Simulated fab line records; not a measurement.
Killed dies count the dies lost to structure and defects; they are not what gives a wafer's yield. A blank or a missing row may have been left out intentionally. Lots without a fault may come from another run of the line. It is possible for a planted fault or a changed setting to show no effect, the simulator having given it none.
Comparing a struck lot with a sound one || flow n5_finfet || 14 out of 1938 route steps
Sound: these wafers, L323.1, L323.2, L323.4. Struck: wafer L322.1 (L322.4, L322.5, from the same lot, were not struck and are left out); the cause is given at the end.
Each step with rows lists, per side, the tool, then ch with its chambers, then its first start. Under that, the readings that differ: sound wafers || struck wafers || difference of the means || sigmas: that difference in standard deviations of wafers without a fault.
alike: a reading whose means differ by less than 2 such deviations, as well as words and numbers matching on both sides. not compared: withheld readings; readings where some wafer has no value; bounds like >300 that might hide an equal value; numbers whose values overlap and for which the record gives no deviation.
The two part at a step that has a row with sigmas, a row that says differs or no value, or rows on one side only. Numbers that don't overlap but have no deviation are shown without sigmas and don't part them. A reading that every wafer of one side lacks parts them only if that side has two wafers or more.

first, 6 steps without rows for these wafers: N5_BEOL_M6_COAT_22 (resist thk 30 nm); N5_BEOL_M6_EBR_24; N5_BEOL_M6_SOFTBAKE_23 (time 60 s); N5_BEOL_M6_EXPOSE_25 (exposes mask V5, target cd 40 nm); N5_BEOL_M6_PEB_26 (peb time 60 s); N5_BEOL_M6_DEVELOP_27 (develop time 30 s).
N5_BEOL_M6_CD_MEAS_28 targets a cd of 40 nm.
  sound on cd_sem-02 ch 0, day 11 12:30; struck on cd_sem-01 ch 0, day 10 16:16
  alike: cd_nm
N5_BEOL_M6_OVL_MEAS_29:
  sound on overlay-02 ch 0, day 11 12:32; struck on overlay-02 ch 0, day 10 16:17
  alike: V5_OVL
N5_BEOL_M6_INSPECT_30: inspects for defects (brightfield).
  sound on defect_inspect-01 at day 11 12:35; struck on defect_inspect-01 at day 10 16:21
  alike: raw_defect_count
N5_BEOL_M6_DESCUM_33: chemistry O2, time 7 s.
  sound on rie_diel-04 ch 0,1,3, day 11 13:43; struck on rie_diel-02 ch 3, day 10 16:23
  alike: drypump_motor_current_A, oes_product_au, rf_vpp_V, showerhead_plenum_p_Torr, throttle_valve_pct
  not compared: rf_hours_counter_h
N5_BEOL_M6_ETCH_72: etches underlayer in N2/H2, target depth 6.5 nm, time 5.2 s.
  sound on rie_diel-04 ch 0,1,3, day 11 13:44; struck on rie_diel-02 ch 3, day 10 16:25
  alike: bias_w, drypump_motor_current_A, etch_rf_on_time_s, oes_product_au, rf_vpp_V, showerhead_plenum_p_Torr, throttle_valve_pct
  not compared: rf_hours_counter_h
N5_BEOL_M6_ETCH_65: etches SiARC in CF4, target depth 15.6 nm, time 26 s.
  sound on rie_diel-04 ch 0,1,3, day 11 13:46; struck on rie_diel-02 ch 3, day 10 16:26
{"reading": "bias_w (W)", "sound": "35.97 36.07 36.00", "struck": 35.75, "difference": -0.26, "sigmas": -3}
  alike: drypump_motor_current_A, etch_rf_on_time_s, oes_product_au, rf_vpp_V, showerhead_plenum_p_Torr, throttle_valve_pct
  not compared: rf_hours_counter_h
N5_BEOL_M6_ETCH_66: etches SOC in N2/H2, target depth 80 nm, overetch 16 nm, time 120 s.
  sound on rie_diel-04 ch 0,1,3, day 11 13:47; struck on rie_diel-02 ch 3, day 10 16:28
{"reading": "bias_w (W)", "sound": "150.0 149.4 149.4", "struck": 181.0, "difference": "+31.4", "sigmas": "+71"}
{"reading": "rf_vpp_V (V)", "sound": "522.9 524.8 523.5", "struck": 590.0, "difference": "+66.3", "sigmas": "+33"}
{"reading": "model.SiARC_of_BEOL_M6_COAT_64.thk_nm (nm)", "sound": "6.4 6.4 6.4", "struck": 5.2, "difference": -1.2, "sigmas": ""}
  alike: drypump_motor_current_A, oes_product_au, showerhead_plenum_p_Torr, throttle_valve_pct
  not compared: rf_hours_counter_h
then, 1 step without rows for these wafers: N5_BEOL_M6_STRIP_69 (strips in N2/H2).

== WHERE THEY PART ==
At N5_BEOL_M6_ETCH_65 first; at N5_BEOL_M6_ETCH_66 last (within this record only).

WHY: the cause the simulator had injected
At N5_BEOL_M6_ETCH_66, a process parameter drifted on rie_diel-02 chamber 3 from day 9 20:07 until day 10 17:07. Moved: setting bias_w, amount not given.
